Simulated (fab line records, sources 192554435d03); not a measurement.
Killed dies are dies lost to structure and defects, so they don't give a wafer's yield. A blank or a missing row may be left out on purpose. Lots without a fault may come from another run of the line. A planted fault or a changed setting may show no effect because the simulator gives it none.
One fault seen from 3 desks | flow n5_finfet | each desk has only its own numbers; what lay behind them comes last

THE TOOL OWNER'S DESK: ald_sin-04
The tool's own readings at N5_STI_FIN_REVEAL_ALD_00 (deposits SiO2, target thk 1 nm, pulse time 1 s): means of the sampled wafers that have a number, for each lot that ran on this tool. A lot is out of limits, marked OUT, if its mean lies more than 4 standard deviations from the usual mean; the brackets give that distance.
Columns: A = heater_power_outer_w at N5_STI_FIN_REVEAL_ALD_00, usual 270 W; B = heater_power_w at N5_STI_FIN_REVEAL_ALD_00, usual 481 W; C = precursor_pulse_height_rel at N5_STI_FIN_REVEAL_ALD_00, usual 1.001
lot  | first seen here | A   | B   | C
L364 | day 3 10:07     | 242 | 443 | 0.992
L370 | day 5 00:13     | 248 | 445 | 0.987
L373 | day 5 16:06     | 275 | 491 | 1.010
This desk's finding: nothing out of limits on any of the 3 lots.

THE DEFECT DESK
What the inspections along the route counted, lot by lot: means of the sampled wafers that have a number. A lot is out of limits, marked OUT, if its mean lies more than 4 standard deviations from the usual mean; the brackets give that distance.
Columns: A = raw_defect_count at N5_FIN_CUT_INSPECT_17, usual 246
lot  | first seen here | A
L360 | day 2 10:16     | 215
L364 | day 3 10:04     | 299
L370 | day 4 23:20     | 367
L373 | day 5 15:07     | 205
L376 | day 6 09:43     | 259
L379 | day 7 04:47     | 182
This desk's finding: nothing out of limits on any of the 6 lots.

THE METROLOGY DESK
What the gauges read, lot by lot, whatever tool the lot ran on: means of the sampled wafers that have a number. A lot is out of limits, marked OUT, if its mean lies more than 4 standard deviations from the usual mean; the brackets give that distance. Of its 10 readings 7 are shown: those that lie furthest out on some lot.
Columns: A = DIBL_P at N5_BEOL_M4_RC_MEAS_101, usual 37.3 mV/V; B = IOFF_N at N5_BEOL_M4_RC_MEAS_101, usual 0.18 nA/um; C = IOFF_P at N5_BEOL_M4_RC_MEAS_101, usual 0.22 nA/um; D = SS_N at N5_BEOL_M4_RC_MEAS_101, usual 71.8 mV/dec; E = SS_P at N5_BEOL_M4_RC_MEAS_101, usual 73.5 mV/dec; F = VT_N at N5_BEOL_M4_RC_MEAS_101, usual 249 mV; G = VT_P at N5_BEOL_M4_RC_MEAS_101, usual -250 mV
lot  | first seen here | A    | B    | C    | D    | E    | F   | G
L360 | day 8 11:28     | 38.2 | 0.18 | 0.20 | 72.0 | 73.9 | 250 | -251
L364 | day 9 17:25     | 37.7 | 0.18 | 0.22 | 72.1 | 73.4 | 250 | -250
L370 | day 11 05:43    | 35.4 | 0.15 | 0.21 | 70.9 | 72.9 | 250 | -248
L373 | day 12 00:39    | 35.0 | 0.17 | 0.20 | 71.6 | 73.1 | 250 | -249
L379 | day 13 04:42    | 36.5 | 0.20 | 0.25 | 71.6 | 73.4 | 245 | -247
L376 | day 13 12:34    | 40.0 | 0.22 | 0.32 | 72.5 | 74.8 | 245 | -243
This desk's finding: nothing out of limits on any of the 6 lots.

PUT TOGETHER
The tool owner's desk saw nothing out of limits.
The defect desk saw nothing out of limits.
The metrology desk saw nothing out of limits.

WHAT THE SIMULATOR HAD PUT IN
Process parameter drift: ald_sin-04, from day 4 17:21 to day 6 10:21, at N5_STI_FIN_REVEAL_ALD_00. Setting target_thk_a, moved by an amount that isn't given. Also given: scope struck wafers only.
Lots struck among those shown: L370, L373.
